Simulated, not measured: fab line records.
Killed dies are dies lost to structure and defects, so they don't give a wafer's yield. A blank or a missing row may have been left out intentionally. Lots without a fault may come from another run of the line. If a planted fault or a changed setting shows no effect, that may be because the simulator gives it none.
Chamber matching || flow n5_finfet || pecvd-04 running N5_BEOL_M11_DEP_56: 3 sister chambers
The step deposits SiCN from 3MS/NH3, target thk 30 nm, time 10.5 s. 18 wafers are shown with their chamber, then 9 later ones without.

## WAFERS, EACH WITH ITS CHAMBER
{"wafer": "L077.2", "chamber": 1, "throttle_valve_pct (%)": 19.0, "showerhead_plenum_p_Torr (Torr)": 4.157}
{"wafer": "L077.5", "chamber": 1, "throttle_valve_pct (%)": 18.9, "showerhead_plenum_p_Torr (Torr)": 4.153}
{"wafer": "L077.6", "chamber": 0, "throttle_valve_pct (%)": 19.0, "showerhead_plenum_p_Torr (Torr)": 4.139}
{"wafer": "L082.1", "chamber": 1, "throttle_valve_pct (%)": 18.9, "showerhead_plenum_p_Torr (Torr)": 4.147}
{"wafer": "L082.2", "chamber": 2, "throttle_valve_pct (%)": 17.6, "showerhead_plenum_p_Torr (Torr)": 4.160}
{"wafer": "L082.3", "chamber": 0, "throttle_valve_pct (%)": 19.1, "showerhead_plenum_p_Torr (Torr)": 4.126}
{"wafer": "L086.2", "chamber": 0, "throttle_valve_pct (%)": 19.1, "showerhead_plenum_p_Torr (Torr)": 4.121}
{"wafer": "L086.3", "chamber": 2, "throttle_valve_pct (%)": 17.4, "showerhead_plenum_p_Torr (Torr)": 4.173}
{"wafer": "L086.5", "chamber": 2, "throttle_valve_pct (%)": 17.8, "showerhead_plenum_p_Torr (Torr)": 4.157}
{"wafer": "L085.2", "chamber": 1, "throttle_valve_pct (%)": 18.9, "showerhead_plenum_p_Torr (Torr)": 4.151}
{"wafer": "L085.4", "chamber": 2, "throttle_valve_pct (%)": 17.5, "showerhead_plenum_p_Torr (Torr)": 4.164}
{"wafer": "L085.5", "chamber": 0, "throttle_valve_pct (%)": 19.1, "showerhead_plenum_p_Torr (Torr)": 4.132}
{"wafer": "L088.1", "chamber": 0, "throttle_valve_pct (%)": 18.9, "showerhead_plenum_p_Torr (Torr)": 4.146}
{"wafer": "L088.3", "chamber": 1, "throttle_valve_pct (%)": 19.0, "showerhead_plenum_p_Torr (Torr)": 4.150}
{"wafer": "L088.5", "chamber": 0, "throttle_valve_pct (%)": 19.0, "showerhead_plenum_p_Torr (Torr)": 4.135}
{"wafer": "L091.1", "chamber": 0, "throttle_valve_pct (%)": 19.0, "showerhead_plenum_p_Torr (Torr)": 4.131}
{"wafer": "L091.2", "chamber": 1, "throttle_valve_pct (%)": 18.8, "showerhead_plenum_p_Torr (Torr)": 4.158}
{"wafer": "L091.6", "chamber": 2, "throttle_valve_pct (%)": 17.5, "showerhead_plenum_p_Torr (Torr)": 4.170}

SIGNATURES (averages over the wafers above)
{"reading": "throttle_valve_pct", "chamber 0": 19.029, "chamber 1": 18.917, "chamber 2": 17.560, "scatter within a chamber": 0.102}
{"reading": "showerhead_plenum_p_Torr", "chamber 0": 4.13286, "chamber 1": 4.15267, "chamber 2": 4.16480, "scatter within a chamber": 0.00671}
Rule: for each reading, subtract the chamber's mean from the wafer's reading, divide by that reading's scatter and square the result; add these up over the readings and take the root, which gives the wafer's distance from the chamber. The wafer belongs to the nearest chamber; if the next one is less than 2 further off, it can't be placed. How the scatter is found: for the shown wafers, subtract from each reading the mean of its chamber, square and add these, divide the total by (wafers less chambers), then take the root.

## WAFERS WITH NO CHAMBER GIVEN
{"wafer": "L093.2", "throttle_valve_pct (%)": 19.2, "showerhead_plenum_p_Torr (Torr)": 4.129}
{"wafer": "L093.4", "throttle_valve_pct (%)": 18.9, "showerhead_plenum_p_Torr (Torr)": 4.150}
{"wafer": "L093.5", "throttle_valve_pct (%)": 17.4, "showerhead_plenum_p_Torr (Torr)": 4.153}
{"wafer": "L094.1", "throttle_valve_pct (%)": 18.9, "showerhead_plenum_p_Torr (Torr)": 4.131}
{"wafer": "L094.2", "throttle_valve_pct (%)": 17.7, "showerhead_plenum_p_Torr (Torr)": 4.167}
{"wafer": "L094.3", "throttle_valve_pct (%)": 19.1, "showerhead_plenum_p_Torr (Torr)": 4.143}
{"wafer": "L096.2", "throttle_valve_pct (%)": 17.3, "showerhead_plenum_p_Torr (Torr)": 4.171}
{"wafer": "L096.4", "throttle_valve_pct (%)": 17.7, "showerhead_plenum_p_Torr (Torr)": 4.160}
{"wafer": "L096.5", "throttle_valve_pct (%)": 19.1, "showerhead_plenum_p_Torr (Torr)": 4.151}

## WHICH CHAMBER EACH ONE RAN IN
{"wafer": "L093.2", "from the rows above": 0, "in truth": 0}
{"wafer": "L093.4", "from the rows above": 1, "in truth": 1}
{"wafer": "L093.5", "from the rows above": 2, "in truth": 2}
{"wafer": "L094.1", "from the rows above": "can't be placed: 0 or 1", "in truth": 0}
{"wafer": "L094.2", "from the rows above": 2, "in truth": 2}
{"wafer": "L094.3", "from the rows above": "can't be placed: 0 or 1", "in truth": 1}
{"wafer": "L096.2", "from the rows above": 2, "in truth": 2}
{"wafer": "L096.4", "from the rows above": 2, "in truth": 2}
{"wafer": "L096.5", "from the rows above": "can't be placed: 1 or 0", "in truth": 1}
Correct placement for 6 of the 9. These rows do not allow placing 3 (true chamber among the candidates in 3). 0 placed wrongly.
